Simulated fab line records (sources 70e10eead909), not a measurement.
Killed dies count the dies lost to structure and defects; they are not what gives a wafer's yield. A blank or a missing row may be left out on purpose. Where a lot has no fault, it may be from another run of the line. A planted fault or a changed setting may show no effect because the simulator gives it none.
fab line records | flow nandHarc
record: lots: 24 wafers: 72 lastDay: 24
route steps=1159 shown A_SGD_CUT@776 A_WL_FILL@825 A_CONTACT@866
lots untouched by any fault: they come from a run of this same line in which no faults occurred
startH: hours from the record's first day to the start of the lot's first wafer shown | waitH: how many hours have passed since the lot's step before this one | " same as the row above | L1.1+2: several wafers, shown together as one row | - no value, or no start was given | * or withheld: withheld | < > ~ a bound
route shown NAME@n: a module of which the file shows steps, and the number in the route of the first | usual: average and standard deviation across the fault-free wafers | same: alike in all rows | chamber/n: place in a boat | sites: per-site readings | _std_site: their standard deviation | _edge_site: outer sites' mean less inner sites' | radiusMm: how far each site lies from the wafer's centre | mask NAME#n: copy n | behind: the most recent tool/chamber to have shaped the wafer | hold: what put the lot on hold/how long, in hours/how the hold closed | device: names the non-switching transistor (n, p or np) | end of line: tests of these same wafers at the route's end | step lacking rows: just its recipe | killed: dies that structure and defects cost at the first sort, which is not the same as the wafer's yield | map: a wafer's dies, x killed, . not, _ none there
set.NAME: the setting the step ran with; set.NAME@STEP: the setting that earlier step ran with | model.NAME: the simulator's own value behind a step, which no gauge read
route steps across a sampled set of lots; one table per step, one row per wafer
services: the hour from which a tool's chamber was out of use, counted from the record's first day as startH (under 0 if before that day), plus the number of hours and why
== steps ==
step: NHARC_A_SGD_CUT_ETCHBACK_24
recipe: targetDepthA: 500 overEtchFrac: 0.3 timeS: 92.857 ionEnergyEv: 120 ch3fFlowSccm: 50 o2FlowSccm: 30 arFlowSccm: 200 rfW: 500 biasW: 100 chemistry: CH3F/O2
usual: ch3fFlowSccm: 49.98/0.15 drypumpMotorCurrentA: 5.7/0.44 oesProductAu: 0.96/0.036 rfVppV: 244.0/1.5 showerheadPlenumPTorr: 2.45/0.097 throttleValvePct: 20.664/0.0097
columns lot.wafer tool chamber startH waitH ch3fFlowSccm drypumpMotorCurrentA oesProductAu rfHoursCounterH rfVppV showerheadPlenumPTorr throttleValvePct
L074.1 rieDiel-06 2 293.79 0.2 49.89 5.8 1.00 4 243.3 2.43 20.672
L074.3 " 3 " " 49.88 5.9 1.00 4 241.7 2.32 20.676
L074.5 " 2 " " 49.83 5.8 1.02 - 243.1 2.43 20.675
L075.3 rieDiel-06 2 319.59 0.2 50.17 5.8 1.00 6 242.9 2.43 20.656
L075.1 " 3 " " 49.83 5.9 0.98 6 241.9 2.32 20.665
L075.2 " 0 " " 50.13 4.8 1.00 6 243.8 2.52 20.659
L078.1 rieDiel-04 2 332.78 0.1 50.10 5.8 0.92 2 244.1 2.46 20.654
L078.4 " 0 " " 50.10 5.1 0.92 2 243.5 2.43 20.659
L078.6 " 2 " " 49.96 5.7 0.92 - 243.2 2.46 20.640
L077.1 rieDiel-06 0 332.78 0.1 50.01 4.8 0.94 8 244.8 2.52 20.651
L077.2 " 1 " " 50.03 5.9 0.94 8 244.2 2.53 20.654
L077.3 " 3 " " 50.04 5.9 0.92 7 242.5 2.32 20.680
L076.2 rieDiel-09 3 332.84 0.2 49.99 5.9 0.99 8 244.7 2.42 20.659
L076.3 " 2 " " 49.82 6.1 1.00 7 244.5 2.41 20.671
L076.6 " 0 " " 50.00 5.8 0.98 - 243.6 2.35 20.679
L079.4 rieDiel-06 3 346.58 0.1 49.96 5.9 0.92 9 242.1 2.31 20.658
L079.3 " 1 " " 50.13 5.9 0.94 10 245.8 2.53 20.674
L079.6 " 3 " " 49.91 5.9 0.92 - 243.6 2.32 20.663
L082.2 rieDiel-09 2 346.60 0.2 49.77 6.1 0.99 8 242.4 2.41 20.682
L082.5 " 0 " " 49.78 5.8 0.99 - 242.2 2.35 20.672
L082.6 " 1 " " 50.03 5.6 1.00 - 244.9 2.42 20.667
L080.1 rieDiel-09 2 346.66 0.2 50.11 6.1 0.92 8 243.6 2.41 20.657
L080.4 " 3 " " 50.10 5.9 0.92 9 245.1 2.42 20.653
L080.5 " 3 " " 50.10 5.9 0.93 - 242.5 2.42 20.657
L081.2 rieDiel-04 2 368.64 0.1 49.83 5.8 0.93 5 245.2 2.46 20.666
L081.1 " 3 " " 50.29 5.4 0.90 5 241.7 2.32 20.657
L081.4 " 1 " " 49.75 6.4 0.92 5 247.0 2.64 20.670
L085.2 rieDiel-04 1 377.78 0.1 49.93 6.4 0.97 6 247.1 2.64 20.674
L085.3 " 3 " " 50.03 5.4 0.99 5 242.9 2.32 20.672
L085.6 " 1 " " 50.09 6.4 0.98 - 245.7 2.64 20.650
L084.4 rieDiel-06 0 377.83 0.1 49.83 4.8 1.01 11 245.8 2.52 20.660
L084.3 " 2 " " 49.85 5.8 1.00 12 243.0 2.43 20.656
L084.5 " 1 " " 50.04 5.9 1.01 - 245.3 2.53 20.689
L086.3 rieDiel-04 1 385.28 0.1 50.05 6.4 1.00 6 245.5 2.64 20.653
L086.2 " 2 " " 50.02 5.7 1.00 7 244.1 2.46 20.662
L086.5 " 1 " " 49.96 6.4 1.00 - 246.6 2.64 20.659
L083.4 rieDiel-06 3 385.30 0.2 50.15 5.9 0.94 12 243.4 2.31 20.683
L083.6 " 2 " " 50.17 5.8 0.95 - 245.4 2.43 20.678
L083.5 " 3 " " 50.41 5.9 0.94 - 242.3 2.31 20.674
L087.1 rieDiel-04 1 385.39 0.2 49.87 6.4 0.99 7 246.1 2.64 20.667
L087.6 " 0 " " 49.87 5.2 1.00 - 243.7 2.43 20.659
L087.5 " 1 " " 50.14 6.4 0.99 - 246.4 2.64 20.658
L088.2 rieDiel-04 2 396.64 0.1 50.03 5.7 0.92 7 244.6 2.46 20.662
L088.1 " 0 " " 49.88 5.1 0.91 7 243.9 2.43 20.657
L088.4 " 1 " " 50.14 6.4 0.92 8 246.4 2.64 20.665
L089.3 rieDiel-06 2 396.65 0.1 50.21 5.8 0.93 14 244.3 2.43 20.671
L089.1 " 3 " " 50.12 5.8 0.92 14 242.0 2.31 20.656
L089.4 " 1 " " 49.87 5.9 0.94 15 244.5 2.53 20.664
L090.4 rieDiel-04 2 415.64 0.2 49.77 5.7 1.00 9 244.0 2.46 20.660
L090.5 " 1 " " 50.11 6.4 0.98 - 247.9 2.63 20.671
L090.6 " 2 " " 49.82 5.7 0.99 - 245.0 2.46 20.670
L093.2 rieDiel-09 2 423.34 0.2 49.88 6.2 0.98 17 243.2 2.41 20.661
L093.3 " 0 " " 49.95 5.8 1.00 18 242.1 2.34 20.668
L093.1 " 1 " " 49.88 5.5 1.02 17 244.7 2.42 20.665
L092.4 rieDiel-04 0 423.37 0.2 49.88 5.1 0.96 9 243.0 2.43 20.667
L092.5 " 0 " " 49.76 5.1 0.96 - 243.5 2.43 20.668
L092.6 " 1 " " 49.76 6.4 0.96 - 245.9 2.63 20.658
L091.4 rieDiel-04 0 429.78 0.2 50.01 5.2 0.92 9 243.2 2.43 20.695
L091.2 " 2 " " 49.74 5.8 0.93 10 243.4 2.46 20.673
L091.5 " 3 " " 49.85 5.4 0.92 - 243.8 2.32 20.661
L094.1 rieDiel-06 3 429.79 0.1 50.17 5.8 1.00 0 241.6 2.31 20.662
L094.3 " 0 " " 49.72 4.8 1.00 0 245.1 2.52 20.678
L094.2 " 1 " " 50.07 5.9 0.99 0 245.0 2.52 20.663
L096.1 rieDiel-04 3 456.53 0.2 50.15 5.4 0.92 11 243.2 2.31 20.670
L096.4 " 0 " " 49.80 5.1 0.92 11 244.6 2.43 20.661
L096.6 " 1 " " 50.19 6.4 0.92 - 246.1 2.63 20.664
L095.3 rieDiel-09 1 456.56 0.2 50.15 5.6 1.02 2 241.2 2.42 20.655
L095.6 " 0 " " 49.97 5.8 0.98 - 242.6 2.34 20.672
L095.4 " 1 " " 49.95 5.6 1.02 - 244.1 2.42 20.652
L097.1 rieDiel-04 2 456.60 0.2 50.27 5.7 0.99 13 243.8 2.46 20.656
L097.4 " 3 " " 49.93 5.4 0.98 11 240.7 2.31 20.668
L097.5 " 2 " " 50.33 5.8 1.00 - 244.7 2.45 20.666
step: NHARC_A_WL_FILL_ETCHBACK_17
recipe: targetDepthA: 40 timeS: 26.7 chemistry: Cl2/BCl3
usual: drypumpMotorCurrentA: 5.8/0.43 oesProductAu: 1.000/0.011
columns lot.wafer tool chamber startH waitH drypumpMotorCurrentA oesProductAu rfHoursCounterH
L074.1 rieMetal-01 1 331.23 - 5.0 1.029 4.5
L074.3 " 1 " " 5.0 1.016 -
L074.5 " 1 " " 5.0 1.016 -
L075.1 rieMetal-01 1 355.29 - 5.0 1.016 0.5
L075.2 " 0 " " 6.5 1.019 0.5
L075.3 " 0 " " 6.5 1.022 -
L077.2 rieMetal-02 1 363.52 - 6.0 1.007 4.3
L077.1 " 0 " " 5.9 0.994 4.3
L077.3 " 0 " " 5.9 1.001 -
L078.1 rieMetal-01 0 363.57 - 6.5 1.018 0.8
L078.4 " 1 " " 5.0 1.018 -
L078.6 " 0 " " 6.5 1.015 -
L076.2 rieMetal-02 1 364.82 - 6.0 0.997 4.4
L076.3 " 0 " " 5.9 0.995 -
L076.6 " 0 " " 5.9 1.001 -
L082.2 rieMetal-02 1 379.76 - 6.0 0.996 4.7
L082.5 " 1 " " 6.0 0.990 -
L082.6 " 0 " " 5.9 1.002 -
L079.3 rieMetal-03 0 382.35 - 5.7 0.987 -
L079.4 " 1 " " 5.5 0.995 -
L079.6 " 0 " " 5.7 1.000 -
L080.1 rieMetal-03 1 387.97 - 5.5 0.985 3.2
L080.4 " 0 " " 5.7 0.987 -
L080.5 " 0 " " 5.7 0.991 -
L081.1 rieMetal-03 0 399.90 - 5.7 1.009 3.5
L081.2 " 1 " " 5.5 0.987 3.5
L081.4 " 1 " " 5.5 0.984 -
L084.3 rieMetal-02 1 409.55 - 6.0 0.990 -
L084.4 " 0 " " 5.9 0.984 -
L084.5 " 0 " " 5.9 0.985 -
L085.2 rieMetal-01 0 410.34 - 6.5 1.008 2.2
L085.3 " 1 " " 5.0 1.003 -
L085.6 " 1 " " 5.0 1.005 -
L086.2 rieMetal-03 1 415.93 - 5.5 0.993 4.0
L086.3 " 0 " " 5.7 1.002 -
L086.5 " 0 " " 5.7 1.001 -
L087.1 rieMetal-02 1 416.92 - 6.0 1.014 0.7
L087.5 " 1 " " 6.0 1.018 -
L087.6 " 0 " " 5.9 0.997 -
L083.4 rieMetal-01 1 419.05 - 5.0 0.998 -
L083.6 " 1 " " 5.0 1.004 -
L083.5 " 0 " " 6.5 1.014 -
L088.2 rieMetal-02 0 433.22 - 5.9 0.991 1.0
L088.1 " 1 " " 6.0 1.007 1.0
L088.4 " 1 " " 6.0 1.003 -
L089.1 rieMetal-01 1 433.51 - 5.0 1.001 2.8
L089.4 " 0 " " 6.5 0.999 -
L089.3 " 1 " " 5.0 0.996 -
L090.4 rieMetal-02 1 449.90 - 6.0 1.005 -
L090.5 " 0 " " 5.9 1.002 -
L090.6 " 1 " " 6.0 0.999 -
L092.4 rieMetal-02 1 457.02 - 6.0 1.003 -
L092.6 " 0 " " 5.9 1.000 -
L092.5 " 1 " " 6.0 1.004 -
L093.2 rieMetal-01 0 460.03 - 6.5 1.000 3.5
L093.1 " 1 " " 5.0 1.009 3.5
L093.3 " 1 " " 5.0 1.002 -
L094.1 rieMetal-03 1 463.80 - 5.5 0.994 0
L094.2 " 0 " " 5.7 1.008 0
L094.3 " 1 " " 5.5 0.989 -
L091.2 rieMetal-02 0 463.81 - 5.9 0.986 1.7
L091.4 " 1 " " 6.0 0.980 -
L091.5 " 1 " " 6.0 0.981 -
L096.1 rieMetal-03 0 490.86 - 5.7 0.998 0.9
L096.4 " 1 " " 5.5 0.984 -
L096.6 " 1 " " 5.5 0.986 -
L095.4 rieMetal-02 1 490.97 - 6.0 0.997 -
L095.3 " 0 " " 5.9 0.995 -
L095.6 " 1 " " 6.0 0.994 -
L097.1 rieMetal-03 1 492.71 - 5.5 0.980 1.0
L097.4 " 1 " " 5.5 0.986 -
L097.5 " 0 " " 5.7 1.010 -
step: NHARC_A_CONTACT_ETCH_115
recipe: sourceW: withheld pressureMtorr: 20 biasV: 3000 timeS: 94 targetDepthA: 9220 arFlowSccm: withheld c4f8FlowSccm: withheld o2FlowSccm: withheld chemistry: C4F8/O2/Ar
columns lot.wafer tool chamber startH waitH rfHoursCounterH
L074.1 harCapEtch-01 1 354.17 0.1 55
L074.3 " 0 " " -
L074.5 " 1 " " -
L075.1 harCapEtch-03 1 373.42 0.1 82
L075.2 " 0 " " 82
L075.3 " 0 " " -
L076.2 harCapEtch-03 1 380.33 0.1 83
L076.3 " 0 " " -
L076.6 " 1 " " -
L077.2 harCapEtch-02 0 381.12 0.1 11
L077.1 " 1 " " 11
L077.3 " 1 " " -
L078.1 harCapEtch-02 1 386.88 0.1 12
L078.4 " 1 " " -
L078.6 " 0 " " -
L082.2 harCapEtch-03 0 399.83 0.1 87
L082.6 " 0 " " -
L082.5 " 1 " " -
L079.3 harCapEtch-02 0 404.49 0.1 -
L079.4 " 1 " " -
L079.6 " 0 " " -
L080.1 harCapEtch-03 0 411.81 0.1 88
L080.4 " 1 " " -
L080.5 " 1 " " -
L081.1 harCapEtch-03 1 418.84 0.1 89
L081.2 " 0 " " 89
L081.4 " 0 " " -
L085.2 harCapEtch-02 1 427.55 0.1 19
L085.3 " 0 " " -
L085.6 " 1 " " -
L084.4 harCapEtch-03 1 428.43 0.1 -
L084.3 " 0 " " -
L084.5 " 0 " " -
L086.2 harCapEtch-02 1 434.23 0.1 21
L086.3 " 1 " " -
L086.5 " 1 " " -
L087.1 harCapEtch-03 1 434.55 0.1 93
L087.6 " 0 " " -
L087.5 " 1 " " -
L083.4 harCapEtch-03 0 438.62 0.1 -
L083.6 " 0 " " -
L083.5 " 1 " " -
L089.1 harCapEtch-02 0 450.56 0.1 26
L089.3 " 1 " " -
L089.4 " 0 " " -
L088.1 harCapEtch-03 1 451.03 0.1 97
L088.2 " 0 " " 97
L088.4 " 0 " " -
L090.4 harCapEtch-03 0 466.42 0.1 -
L090.6 " 0 " " -
L090.5 " 1 " " -
L092.4 harCapEtch-01 0 474.08 0.1 -
L092.5 " 0 " " -
L092.6 " 1 " " -
L093.1 harCapEtch-03 0 477.26 0.1 100
L093.2 " 1 " " 100
L093.3 " 1 " " -
L094.2 harCapEtch-01 0 480.97 0.1 76
L094.1 " 1 " " 76
L094.3 " 0 " " -
L091.2 harCapEtch-02 0 482.12 0.1 30
L091.4 " 1 " " -
L091.5 " 0 " " -
L096.1 harCapEtch-01 1 507.77 0.1 80
L096.4 " 0 " " -
L096.6 " 1 " " -
L095.3 harCapEtch-03 1 510.27 0.1 -
L095.4 " 0 " " -
L095.6 " 1 " " -
L097.1 harCapEtch-02 0 512.71 0.1 34
L097.4 " 0 " " -
L097.5 " 1 " " -
step: NHARC_A_CONTACT_ETCH_122
recipe: sourceW: withheld pressureMtorr: 20 biasV: 3000 timeS: 95 targetDepthA: 9300 arFlowSccm: withheld c4f8FlowSccm: withheld o2FlowSccm: withheld chemistry: C4F8/O2/Ar
columns lot.wafer tool chamber startH waitH rfHoursCounterH
L074.1 harCapEtch-01 1 354.81 0.1 56
L074.3 " 0 " " -
L074.5 " 1 " " -
L075.1 harCapEtch-03 1 374.27 0.1 82
L075.2 " 0 " " 82
L075.3 " 0 " " -
L076.2 harCapEtch-03 1 380.97 0.1 83
L076.3 " 0 " " -
L076.6 " 1 " " -
L077.2 harCapEtch-02 0 381.75 0.1 12
L077.1 " 1 " " 12
L077.3 " 1 " " -
L078.1 harCapEtch-02 1 387.73 0.1 13
L078.4 " 1 " " -
L078.6 " 0 " " -
L082.2 harCapEtch-03 0 400.68 0.1 87
L082.6 " 0 " " -
L082.5 " 1 " " -
L079.3 harCapEtch-02 0 405.13 0.1 -
L079.4 " 1 " " -
L079.6 " 0 " " -
L080.1 harCapEtch-03 0 412.45 0.1 88
L080.4 " 1 " " -
L080.5 " 1 " " -
L081.1 harCapEtch-03 1 419.48 0.1 90
L081.2 " 0 " " 90
L081.4 " 0 " " -
L085.2 harCapEtch-02 1 428.18 0.1 20
L085.3 " 0 " " -
L085.6 " 1 " " -
L084.4 harCapEtch-03 1 429.07 0.1 -
L084.3 " 0 " " -
L084.5 " 0 " " -
L086.2 harCapEtch-02 1 434.86 0.1 21
L086.3 " 1 " " -
L086.5 " 1 " " -
L087.1 harCapEtch-03 1 435.18 0.1 93
L087.6 " 0 " " -
L087.5 " 1 " " -
L083.4 harCapEtch-03 0 439.26 0.1 -
L083.6 " 0 " " -
L083.5 " 1 " " -
L089.1 harCapEtch-02 0 451.19 0.1 26
L089.3 " 1 " " -
L089.4 " 0 " " -
L088.1 harCapEtch-03 1 451.67 0.1 97
L088.2 " 0 " " 97
L088.4 " 0 " " -
L090.4 harCapEtch-03 0 467.05 0.1 -
L090.6 " 0 " " -
L090.5 " 1 " " -
L092.4 harCapEtch-01 0 474.72 0.1 -
L092.5 " 0 " " -
L092.6 " 1 " " -
L093.1 harCapEtch-03 0 477.89 0.1 101
L093.2 " 1 " " 101
L093.3 " 1 " " -
L094.2 harCapEtch-01 0 481.61 0.1 77
L094.1 " 1 " " 77
L094.3 " 0 " " -
L091.2 harCapEtch-02 0 482.76 0.1 31
L091.4 " 1 " " -
L091.5 " 0 " " -
L096.1 harCapEtch-01 1 508.41 0.1 80
L096.4 " 0 " " -
L096.6 " 1 " " -
L095.3 harCapEtch-03 1 510.90 0.1 -
L095.4 " 0 " " -
L095.6 " 1 " " -
L097.1 harCapEtch-02 0 513.34 0.1 35
L097.4 " 0 " " -
L097.5 " 1 " " -
step: NHARC_A_CONTACT_ETCH_123
recipe: sourceW: withheld pressureMtorr: 20 biasV: 400 timeS: 253 targetDepthA: 10900 arFlowSccm: withheld c4f8FlowSccm: 11.5 o2FlowSccm: 7.2 chemistry: C4F8/O2/Ar
columns lot.wafer tool chamber startH waitH rfHoursCounterH
L074.1 harCapEtch-01 1 354.94 0.1 56
L074.3 " 0 " " -
L074.5 " 1 " " -
L075.1 harCapEtch-03 1 374.39 0.1 82
L075.2 " 0 " " 82
L075.3 " 0 " " -
L076.2 harCapEtch-03 1 381.10 0.1 83
L076.3 " 0 " " -
L076.6 " 1 " " -
L077.2 harCapEtch-02 0 381.84 0.1 12
L077.1 " 1 " " 12
L077.3 " 1 " " -
L078.1 harCapEtch-02 1 387.85 0.1 13
L078.4 " 1 " " -
L078.6 " 0 " " -
L082.2 harCapEtch-03 0 400.80 0.1 87
L082.6 " 0 " " -
L082.5 " 1 " " -
L079.3 harCapEtch-02 0 405.30 0.2 -
L079.4 " 1 " " -
L079.6 " 0 " " -
L080.1 harCapEtch-03 0 412.58 0.1 89
L080.4 " 1 " " -
L080.5 " 1 " " -
L081.1 harCapEtch-03 1 419.57 0.1 90
L081.2 " 0 " " 90
L081.4 " 0 " " -
L085.2 harCapEtch-02 1 428.32 0.1 20
L085.3 " 0 " " -
L085.6 " 1 " " -
L084.4 harCapEtch-03 1 429.24 0.2 -
L084.3 " 0 " " -
L084.5 " 0 " " -
L086.2 harCapEtch-02 1 434.99 0.1 21
L086.3 " 1 " " -
L086.5 " 1 " " -
L087.1 harCapEtch-03 1 435.31 0.1 94
L087.6 " 0 " " -
L087.5 " 1 " " -
L083.4 harCapEtch-03 0 439.43 0.2 -
L083.6 " 0 " " -
L083.5 " 1 " " -
L089.1 harCapEtch-02 0 451.32 0.1 26
L089.3 " 1 " " -
L089.4 " 0 " " -
L088.1 harCapEtch-03 1 451.76 0.1 97
L088.2 " 0 " " 97
L088.4 " 0 " " -
L090.4 harCapEtch-03 0 467.22 0.2 -
L090.6 " 0 " " -
L090.5 " 1 " " -
L092.4 harCapEtch-01 0 474.88 0.2 -
L092.5 " 0 " " -
L092.6 " 1 " " -
L093.1 harCapEtch-03 0 477.98 0.1 101
L093.2 " 1 " " 101
L093.3 " 1 " " -
L094.2 harCapEtch-01 0 481.70 0.1 77
L094.1 " 1 " " 77
L094.3 " 0 " " -
L091.2 harCapEtch-02 0 482.88 0.1 31
L091.4 " 1 " " -
L091.5 " 0 " " -
L096.1 harCapEtch-01 1 508.54 0.1 81
L096.4 " 0 " " -
L096.6 " 1 " " -
L095.3 harCapEtch-03 1 511.07 0.2 -
L095.4 " 0 " " -
L095.6 " 1 " " -
L097.1 harCapEtch-02 0 513.47 0.1 35
L097.4 " 0 " " -
L097.5 " 1 " " -
step: NHARC_A_CONTACT_STRIP_55
recipe: o2FlowSccm: 500 arFlowSccm: 0 biasW: 0 chemistry: O2
usual: drypumpMotorCurrentA: 5.6/0.56 oesProductAu: 1.006/0.013 rfVppV: 57.7/0.84 showerheadPlenumPTorr: 3.48/0.11 throttleValvePct: 17.037/0.0088
columns lot.wafer tool chamber startH waitH drypumpMotorCurrentA oesProductAu rfHoursCounterH rfVppV showerheadPlenumPTorr throttleValvePct
L074.3 rieDiel-03 0 - - 5.1 0.994 49 57.9 3.49 17.023
L074.1 " 1 " " 4.9 0.994 47 59.8 3.58 17.051
L074.5 " 0 " " 5.1 0.990 - 57.5 3.49 17.018
L075.2 rieDiel-12 2 - - 6.1 0.966 58 58.4 3.68 17.048
L075.3 " 3 " " 5.3 1.002 56 57.0 3.58 17.039
L075.1 " 0 " " 5.6 0.976 61 58.4 3.59 17.042
L076.2 rieDiel-03 0 - - 5.1 1.018 62 57.5 3.48 17.033
L076.3 " 1 " " 4.9 1.001 57 58.7 3.58 17.041
L076.6 " 3 " " 6.1 1.017 - 58.1 3.47 17.027
L077.2 rieDiel-10 1 - - 6.8 1.028 5 58.9 3.45 17.023
L077.3 " 2 " " 5.4 1.012 5 57.5 3.29 17.040
L077.1 " 3 " " 5.5 0.983 5 57.4 3.35 17.040
L078.1 rieDiel-10 1 - - 6.7 1.016 6 57.3 3.45 17.036
L078.4 " 2 " " 5.4 1.013 5 57.3 3.29 17.041
L078.6 " 2 " " 5.3 1.008 - 58.2 3.29 17.030
L082.2 rieDiel-10 3 - - 5.5 1.000 9 56.6 3.34 17.064
L082.6 " 0 " " 5.3 1.017 - 59.5 3.62 17.031
L082.5 " 1 " " 6.8 1.019 - 59.0 3.45 17.054
L079.3 rieDiel-03 1 - - 4.9 1.009 1 58.3 3.57 17.044
L079.4 " 2 " " 5.2 1.012 1 58.2 3.61 17.035
L079.6 " 0 " " 5.1 0.996 - 58.0 3.48 17.035
L080.4 rieDiel-10 2 - - 5.3 1.022 9 56.8 3.29 17.036
L080.1 " 0 " " 5.3 1.009 10 57.1 3.62 17.052
L080.5 " 2 " " 5.3 1.016 - 59.3 3.29 17.027
L081.1 rieDiel-12 3 - - 5.3 0.983 14 57.7 3.57 17.027
L081.2 " 0 " " 5.6 0.989 13 56.9 3.58 17.038
L081.4 " 1 " " 5.9 1.008 13 56.6 3.38 17.042
L085.3 rieDiel-10 3 - - 5.5 0.992 13 56.1 3.34 17.025
L085.2 " 1 " " 6.7 1.012 13 56.6 3.45 17.028
L085.6 " 3 " " 5.5 0.986 - 57.7 3.34 17.047
L084.3 rieDiel-03 0 - - 5.1 1.001 7 56.6 3.48 17.026
L084.4 " 3 " " 6.1 1.005 8 58.0 3.47 17.032
L084.5 " 0 " " 5.1 1.005 - 57.9 3.48 17.046
L087.1 rieDiel-12 0 - - 5.6 0.996 18 58.1 3.58 17.030
L087.6 " 1 " " 5.9 1.002 - 58.3 3.38 17.040
L087.5 " 2 " " 6.1 0.998 - 60.0 3.67 17.046
L086.3 rieDiel-10 2 - - 5.3 1.022 14 56.3 3.28 17.030
L086.2 " 3 " " 5.5 1.006 15 55.3 3.34 17.025
L086.5 " 1 " " 6.7 1.020 - 58.2 3.44 17.043
L083.4 rieDiel-10 3 - - 5.5 0.995 15 58.4 3.34 17.051
L083.6 " 3 " " 5.5 1.004 - 57.2 3.34 17.052
L083.5 " 0 " " 5.3 1.020 - 58.3 3.62 17.058
L089.3 rieDiel-12 0 - - 5.6 1.010 25 57.5 3.58 17.045
L089.1 " 1 " " 5.9 1.012 25 57.1 3.37 17.025
L089.4 " 2 " " 6.1 0.986 25 58.7 3.67 17.037
L088.4 rieDiel-10 0 - - 5.3 1.021 16 56.3 3.61 17.045
L088.2 " 1 " " 6.7 1.010 19 57.3 3.44 17.025
L088.1 " 3 " " 5.5 0.992 18 58.1 3.34 17.044
L090.4 rieDiel-12 3 - - 5.3 1.002 29 58.6 3.56 17.034
L090.5 " 0 " " 5.6 1.006 - 57.2 3.58 17.035
L090.6 " 1 " " 5.9 0.998 - 57.4 3.37 17.027
L092.4 rieDiel-10 1 - - 6.8 1.028 - 57.9 3.44 17.036
L092.5 " 3 " " 5.5 0.981 - 57.0 3.34 17.032
L092.6 " 0 " " 5.3 1.010 - 57.6 3.61 17.033
L093.2 rieDiel-03 1 - - 4.9 1.004 28 59.0 3.56 17.050
L093.1 " 2 " " 5.2 1.011 31 59.0 3.59 17.032
L093.3 " 3 " " 6.1 0.997 29 57.5 3.45 17.031
L094.3 rieDiel-10 3 - - 5.5 0.991 24 57.9 3.34 17.032
L094.1 " 1 " " 6.8 1.021 24 57.0 3.44 17.036
L094.2 " 2 " " 5.4 1.018 22 57.9 3.28 17.028
L091.2 rieDiel-03 1 - - 4.9 1.006 30 56.8 3.56 17.040
L091.4 " 3 " " 6.1 1.006 31 58.1 3.45 17.029
L091.5 " 2 " " 5.2 1.006 - 58.0 3.59 17.029
L096.1 rieDiel-03 0 - - 5.1 0.977 37 56.8 3.46 17.049
L096.4 " 2 " " 5.2 1.013 40 57.6 3.59 17.030
L096.6 " 0 " " 5.1 0.987 - 57.4 3.46 17.024
L095.4 rieDiel-10 3 - - 5.5 1.004 27 58.3 3.33 17.033
L095.3 " 1 " " 6.8 1.024 27 58.1 3.44 17.041
L095.6 " 3 " " 5.5 0.997 - 57.5 3.33 17.043
L097.4 rieDiel-03 0 - - 5.1 0.993 39 57.6 3.46 17.028
L097.1 " 2 " " 5.2 1.023 43 57.7 3.58 17.049
L097.5 " 0 " " 5.1 0.995 - 57.9 3.46 17.048
== services ==
columns tool chamber startH hours kind
rieDiel-04 0 275.31 11.8 repair
rieMetal-03 - 276.00 9.0 pm
rieDiel-10 3 284.07 2.3 repair
rieDiel-04 - 289.05 9.0 pm
harCapEtch-02 - 305.00 17.0 pm
harCapEtch-03 - 330.21 0.7 repair
rieMetal-01 - 332.00 9.0 pm
rieDiel-03 1 332.84 6.5 repair
rieDiel-06 0 336.10 3.1 repair
rieDiel-10 - 353.64 9.0 pm
rieMetal-02 - 388.00 9.0 pm
rieDiel-03 - 392.39 9.0 pm
rieDiel-06 - 418.29 9.0 pm
rieDiel-10 0 425.60 8.0 repair
rieMetal-02 1 427.36 3.9 repair
rieDiel-06 0 432.63 3.1 repair
rieMetal-01 0 434.32 5.3 repair
rieMetal-02 1 438.97 2.9 repair
rieMetal-03 - 453.00 9.0 pm
rieDiel-04 - 466.05 9.0 pm
rieDiel-03 - 473.82 0.5 repair
rieDiel-10 2 474.83 1.8 repair
rieDiel-10 1 490.87 4.7 repair
rieDiel-06 - 492.24 0.6 repair
== key ==
fault none
